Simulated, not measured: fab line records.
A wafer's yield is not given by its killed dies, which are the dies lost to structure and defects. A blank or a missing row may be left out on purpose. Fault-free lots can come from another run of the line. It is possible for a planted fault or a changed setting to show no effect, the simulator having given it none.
Split-lot study | flow n5_finfet | 39 wafers read across 7 lots, on a route 1938 steps long

## SPLIT DETAILS
At N5_PASSIVATION_AL_DEP_21 (deposits Al, target thk 2800 nm, time 170 s), the setting time_s was moved away from the recipe's 170 s on 15 of the 39 wafers read, by -33.9% to +55.1%. All remaining wafers had this setting at the recipe value.

The split's own step is where the reading is taken.

## THE READING
Al_of_PASSIVATION_AL_DEP_21.thk_nm (the simulator's own value, which no gauge read), in nm, at N5_PASSIVATION_AL_DEP_21 (deposits Al, target thk 2800 nm, time 170 s). No usual value for it is given in the file. The 24 wafers here that ran the recipe average 2782 nm, standard deviation 27 nm.

wafer  | tool, chamber at the split | time_s as run, s | against the recipe | Al_of_PASSIVATION_AL_DEP_21.thk_nm, nm | against lot-mates on the recipe
L074.1 | pvd_sputter-03, -          | 243.9            | +43.5%             | 4000                                   | +1222
L074.2 | pvd_sputter-03, -          | 170              | recipe             | 2763                                   | -
L074.3 | pvd_sputter-03, -          | 243.9            | +43.5%             | 3979                                   | +1201
L074.4 | pvd_sputter-03, -          | 243.9            | +43.5%             | 3996                                   | +1218
L074.5 | pvd_sputter-03, -          | 170              | recipe             | 2775                                   | -
L074.6 | pvd_sputter-03, -          | 170              | recipe             | 2796                                   | -
L083.1 | pvd_sputter-02, -          | 170              | recipe             | 2793                                   | -
L083.2 | pvd_sputter-02, -          | 135.3            | -20.4%             | 2188                                   | -585
L083.3 | pvd_sputter-02, -          | 135.3            | -20.4%             | 2204                                   | -569
L083.4 | pvd_sputter-02, -          | 170              | recipe             | 2763                                   | -
L083.5 | pvd_sputter-02, -          | 135.3            | -20.4%             | 2196                                   | -577
L083.6 | pvd_sputter-02, -          | 170              | recipe             | 2764                                   | -
L086.1 | pvd_sputter-01, -          | 263.6            | +55.1%             | 4371                                   | +1543
L086.2 | pvd_sputter-01, -          | 170              | recipe             | 2863                                   | -
L086.3 | pvd_sputter-01, -          | 170              | recipe             | 2818                                   | -
L086.4 | pvd_sputter-01, -          | 263.6            | +55.1%             | 4374                                   | +1546
L086.5 | pvd_sputter-01, -          | 263.6            | +55.1%             | 4374                                   | +1546
L086.6 | pvd_sputter-01, -          | 170              | recipe             | 2803                                   | -
L091.3 | pvd_sputter-03, -          | 170              | recipe             | 2793                                   | -
L091.4 | pvd_sputter-03, -          | 170              | recipe             | 2796                                   | -
L091.6 | pvd_sputter-03, -          | 170              | recipe             | 2774                                   | -
L089.1 | pvd_sputter-03, -          | 170              | recipe             | 2787                                   | -
L089.2 | pvd_sputter-03, -          | 197.1            | +15.9%             | 3206                                   | +436
L089.3 | pvd_sputter-03, -          | 197.1            | +15.9%             | 3210                                   | +440
L089.4 | pvd_sputter-03, -          | 170              | recipe             | 2760                                   | -
L089.5 | pvd_sputter-03, -          | 170              | recipe             | 2763                                   | -
L089.6 | pvd_sputter-03, -          | 197.1            | +15.9%             | 3199                                   | +429
L097.1 | pvd_sputter-02, -          | 170              | recipe             | 2771                                   | -
L097.2 | pvd_sputter-02, -          | 170              | recipe             | 2807                                   | -
L097.3 | pvd_sputter-02, -          | 170              | recipe             | 2772                                   | -
L097.4 | pvd_sputter-02, -          | 170              | recipe             | 2781                                   | -
L097.5 | pvd_sputter-02, -          | 170              | recipe             | 2782                                   | -
L097.6 | pvd_sputter-02, -          | 170              | recipe             | 2797                                   | -
L096.1 | pvd_sputter-03, -          | 170              | recipe             | 2724                                   | -
L096.2 | pvd_sputter-03, -          | 112.3            | -33.9%             | 1821                                   | -925
L096.3 | pvd_sputter-03, -          | 170              | recipe             | 2740                                   | -
L096.4 | pvd_sputter-03, -          | 170              | recipe             | 2774                                   | -
L096.5 | pvd_sputter-03, -          | 112.3            | -33.9%             | 1811                                   | -935
L096.6 | pvd_sputter-03, -          | 112.3            | -33.9%             | 1799                                   | -947

FIT RESULTS
A straight line over all 39 wafers: Al_of_PASSIVATION_AL_DEP_21.thk_nm changes by +28.5 nm for each +1% of time_s; r = +1.00; the points scatter about the line by 26 nm.
The same after taking each lot's own level away (the mean of its wafers on the recipe; 39 wafers): +27.9 nm for each +1%; r = +1.00; scatter 15 nm.
The reading moves by 1.5e+03 nm for the largest change in time_s, on that fit.
Measured against the standard deviation above, the lots' own levels, which go from 2746.0 to 2828.0 nm, span 3.1 times it.
The two slopes are in agreement: the lot-to-lot level therefore moves the slope only a little.
Check: +1.54e+03 nm against its lot-mates is what the line predicts for one of the wafers moved furthest among these (+55.1%) when that wafer is left out of the fit. It came out at +1.54e+03 nm against them.

## THE WHOLE CHAIN: every reading that the file lists as answering this split, in the file's order
step                     | what it does                                | reading                                                                             | change (the file's fit)                                                     | r (the file's)
N5_PASSIVATION_AL_DEP_21 | deposits Al, target thk 2800 nm, time 170 s | Al_of_PASSIVATION_AL_DEP_21.thk_nm (the simulator's own value, which no gauge read) | +27.9 nm for each +1% of the setting                                        | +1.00
N5_PASSIVATION_PROBE_49  |                                             | killed_at_other                                                                     | not straight: 5 at the lowest setting, 4 at the recipe, 1105 at the highest | not given

## FILE'S OWN FIT
Al_of_PASSIVATION_AL_DEP_21.thk_nm changes by +27.9 nm for each +1% of time_s, r = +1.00.
